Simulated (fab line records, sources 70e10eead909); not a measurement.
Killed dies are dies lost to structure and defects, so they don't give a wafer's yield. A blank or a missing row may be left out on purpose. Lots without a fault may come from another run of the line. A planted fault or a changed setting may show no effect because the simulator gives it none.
Chamber matching | flow nand_harc | NHARC_A_CONTACT_DEP_29 on pecvd-01: 3 sister chambers
The step deposits SiON, target thk 100 nm. 14 wafers are shown with their chamber, then 7 later ones without.

WAFERS WITH THEIR CHAMBER
wafer  | chamber | heater_power_w (W)
L361.1 | 0       | 607
L361.2 | 1       | 723
L361.6 | 1       | 745
L364.2 | 1       | 751
L364.4 | 0       | 706
L364.5 | 2       | 778
L365.3 | 0       | 603
L365.4 | 2       | 678
L365.6 | 1       | 724
L366.2 | 2       | 763
L366.5 | 1       | 733
L366.6 | 2       | 768
L369.2 | 0       | 711
L369.3 | 1       | 694

SIGNATURES (means of the wafers above)
reading        | chamber 0 | chamber 1 | chamber 2 | scatter within a chamber
heater_power_w | 656.75    | 728.33    | 746.75    | 41.8
Rule: a wafer's distance from a chamber is the root of the sum, over the readings, of the square of ((its reading less the chamber's mean) divided by the reading's scatter). The wafer belongs to the nearest chamber; if the next one is less than 2 further off, it can't be placed. The scatter: the root of (the sum of the squares of (reading less its chamber's mean) over the shown wafers, divided by (wafers less chambers)).

WAFERS WITHOUT THEIR CHAMBER
wafer  | heater_power_w (W)
L369.5 | 733
L371.3 | 726
L371.4 | 704
L371.6 | 732
L379.2 | 595
L379.3 | 715
L379.6 | 596

WHICH CHAMBER EACH WENT THROUGH
wafer  | from the rows above          | in truth
L369.5 | can't be placed: 1 or 2 or 0 | 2
L371.3 | can't be placed: 1 or 2 or 0 | 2
L371.4 | can't be placed: 1 or 2 or 0 | 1
L371.6 | can't be placed: 1 or 2 or 0 | 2
L379.2 | can't be placed: 0 or 1      | 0
L379.3 | can't be placed: 1 or 2 or 0 | 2
L379.6 | can't be placed: 0 or 1      | 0
Placed correctly: 0 of 7. Can't be placed from these rows: 7 (the true chamber is among the candidates in 7). Placed wrongly: 0.
